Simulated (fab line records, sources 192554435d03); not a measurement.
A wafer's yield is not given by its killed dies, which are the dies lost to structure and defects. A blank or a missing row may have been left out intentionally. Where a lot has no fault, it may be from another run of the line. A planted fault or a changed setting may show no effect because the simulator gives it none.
2 desks looking at one fault -- flow n5 finfet -- each desk has only its own numbers; what lay behind them comes last

## THE DEFECT DESK
Per lot, the means of the sampled wafers with a number show what the inspections along the route counted. The brackets show how far a lot's mean lies from the usual mean; more than 4 standard deviations puts the lot out of limits, marked OUT.
Columns: A = raw defect count at N5_BEOL_M7_INSPECT_58, usual 73
lot,first seen here,A
L535,day 9 00:41,104
L534,day 9 06:00,74
L536,day 9 18:01,66
L537,day 9 19:31,92
L538,day 10 09:31,57
L540,day 10 11:03,86
L542,day 10 20:19,116
L548,day 13 08:26,64
L549,day 13 08:31,77
L550,day 13 10:54,58
L553,day 13 12:50,55
L555,day 14 14:59,86
L556,day 14 17:44,50
This desk's finding: nothing out of limits on any of the 13 lots.

## DESK OF THE TOOL OWNER: rie diel-04
The tool's own readings at N5_BEOL_M8_ETCH_61 (etches SiARC in CF4, target depth 45.5 nm, time 75.8 s): means of the sampled wafers that have a number, for each lot that ran on this tool. The brackets show how far a lot's mean lies from the usual mean; more than 4 standard deviations puts the lot out of limits, marked OUT.
Columns: A = bias w at N5_BEOL_M8_ETCH_61, usual 36.00 W; B = drypump motor current A at N5_BEOL_M8_ETCH_61, usual 5.6 A; C = etch rf on time s at N5_BEOL_M8_ETCH_61, usual 75.7 s; D = oes product au at N5_BEOL_M8_ETCH_61, usual 0.69 a.u.; E = rf vpp V at N5_BEOL_M8_ETCH_61, usual 184.0 V; F = showerhead plenum p Torr at N5_BEOL_M8_ETCH_61, usual 2.13 Torr; G = throttle valve pct at N5_BEOL_M8_ETCH_61, usual 15.63 %
lot,first seen here,A,B,C,D,E,F,G
L536,day 9 20:24,36.07,5.5,75.2,0.65,185.0,2.17,15.59
L537,day 9 21:23,35.93,5.2,74.2,0.73,184.2,2.11,15.59
L540,day 10 13:19,36.08,5.0,60.1 (-6.0) OUT,0.83,184.1,2.12,15.64
L548,day 13 11:23,35.99,5.5,73.9,0.74,184.6,2.16,15.38
L550,day 13 12:22,35.95,4.8,74.1,0.68,184.6,2.15,15.53
L553,day 13 14:23,36.05,5.0,74.5,0.69,184.4,2.12,15.69
This desk's finding: out of limits on L540; first on L540, day 10 13:19 (etch rf on time s at N5_BEOL_M8_ETCH_61). Within limits: L536, L537, L548, L550, L553.

## BROUGHT TOGETHER
At day 10 13:19, on L540, the tool owner's desk was in a position to raise an alarm.
Nothing out of limits was seen by the defect desk.
The defect desk has L540 on record, within its limits.
Every lot named ran N5_BEOL_M8_ETCH_61 on rie diel-04.

## WHAT THE SIMULATOR HAD INSERTED
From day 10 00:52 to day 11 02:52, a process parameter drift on rie diel-04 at N5_BEOL_M8_ETCH_61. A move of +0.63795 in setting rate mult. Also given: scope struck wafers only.
Lots struck among those shown: L540.
Time in hours from fault onset to the first out-of-limits reading at each desk: the tool owner's desk, 12.
